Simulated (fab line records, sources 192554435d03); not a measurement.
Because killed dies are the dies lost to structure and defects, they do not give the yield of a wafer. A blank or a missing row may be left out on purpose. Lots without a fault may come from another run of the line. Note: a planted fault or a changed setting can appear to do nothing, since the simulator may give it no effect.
A struck lot beside a sound one | flow n5_finfet | 14 steps out of a route of 1938
Sound: wafers L570.2, L570.3, L570.5. The struck wafers were L575.1, L575.2, L575.6. The cause comes at the end.
For every step that has rows: the tool of each side, followed by ch and its chambers, followed by its first start. Under that, the readings that differ: sound wafers | struck wafers | difference of the means | sigmas: that difference in standard deviations of wafers without a fault.
alike: words and numbers the same on both sides, and readings whose means are apart by under 2 such deviations; not compared: readings that were withheld, readings missing a value for some wafer, numbers with overlapping values and no deviation given by the record, and bounds like >300 which may hide the same value.
The two part at a step that has a row with sigmas, a row that says differs or no value, or rows on one side only. Non-overlapping numbers with no deviation appear without sigmas and do not part them. Lack of a reading on every wafer of one side parts them only where that side has two or more wafers.

first, 1 step without rows for these wafers: N5_ZERO_LAYER_HARDBAKE_23 (time 120 s).
N5_ZERO_LAYER_CD_MEAS_11 targets a cd of 2000 nm.
  sound on cd_sem-02 ch 0, day 2 06:47; struck on cd_sem-02 ch 0, day 3 12:41
  alike: cd_nm
N5_ZERO_LAYER_DESCUM_16: chemistry O2, time 7.9 s.
  sound on rie_diel-06 ch 1,2, day 2 06:58; struck on rie_diel-06 ch 0,3, day 3 13:07
  alike: drypump_motor_current_A, oes_product_au, rf_vpp_V, showerhead_plenum_p_Torr, throttle_valve_pct
  not compared: rf_hours_counter_h
N5_ZERO_LAYER_ETCH_17: etches SiO2 in CF4, target depth 12 nm, time 13.3 s.
  sound on rie_diel-06 ch 1,2, day 2 07:01; struck on rie_diel-06 ch 0,3, day 3 13:09
  alike: drypump_motor_current_A, oes_product_au, rf_vpp_V, showerhead_plenum_p_Torr, throttle_valve_pct
  not compared: rf_hours_counter_h
N5_ZERO_LAYER_ETCH_18: etches Si in HBr/Cl2, target depth 120 nm, time 40 s.
  sound on rie_si-03 ch 0,2,3, day 2 07:07; struck on rie_si-02 ch 1,2, day 3 13:13
  alike: drypump_motor_current_A, mfc_cl2_sccm, oes_product_au, throttle_valve_pct
  not compared: rf_hours_counter_h
N5_ZERO_LAYER_STRIP_24: strips in O2.
  sound on plasma_asher-02 ch 0,1, day 2 07:13; struck on plasma_asher-01 ch 0,1, day 3 13:20
  reading                      | sound             | struck            | difference | sigmas
  strip_time_to_endpoint_s (s) | 44.11 44.05 43.96 | 43.81 43.81 43.94 | -0.19      | -2
  alike: drypump_motor_current_A, heater_power_w, oes_product_au
  not compared: rf_hours_counter_h
then, 1 step without rows for these wafers: N5_ZERO_LAYER_STRIP_19 (strips in SPM, time 900 s).
N5_ZERO_LAYER_INSPECT_20: inspects for defects (darkfield).
  sound on defect_inspect-01 at day 2 07:35; struck on defect_inspect-01 at day 3 13:41
  alike: raw_defect_count
then, 4 steps without rows for these wafers: N5_WELL_APT_HMDS_01 (time 60 s); N5_WELL_APT_COAT_02 (resist thk 950 nm); N5_WELL_APT_EBR_04; N5_WELL_APT_SOFTBAKE_03 (time 60 s).
N5_WELL_APT_EXPOSE_05: exposes mask NWELL, defocus 0 nm, target cd 200 nm.
  sound on krf_scanner-01 ch 0, day 2 07:50; struck on krf_scanner-01, day 3 13:49
  no value came back on the struck wafers for exposure_dose_mJ_cm2, focus_offset_nm (nm); on the sound wafers exposure_dose_mJ_cm2 reads 20.293 20.314 20.312
  alike: mask
then, 1 step without rows for these wafers: N5_WELL_APT_PEB_06 (peb time 90 s).

## WHERE THEY PART
At N5_ZERO_LAYER_STRIP_24 first; at N5_WELL_APT_EXPOSE_05 last (within this record only).

WHY: what had been put in by the simulator
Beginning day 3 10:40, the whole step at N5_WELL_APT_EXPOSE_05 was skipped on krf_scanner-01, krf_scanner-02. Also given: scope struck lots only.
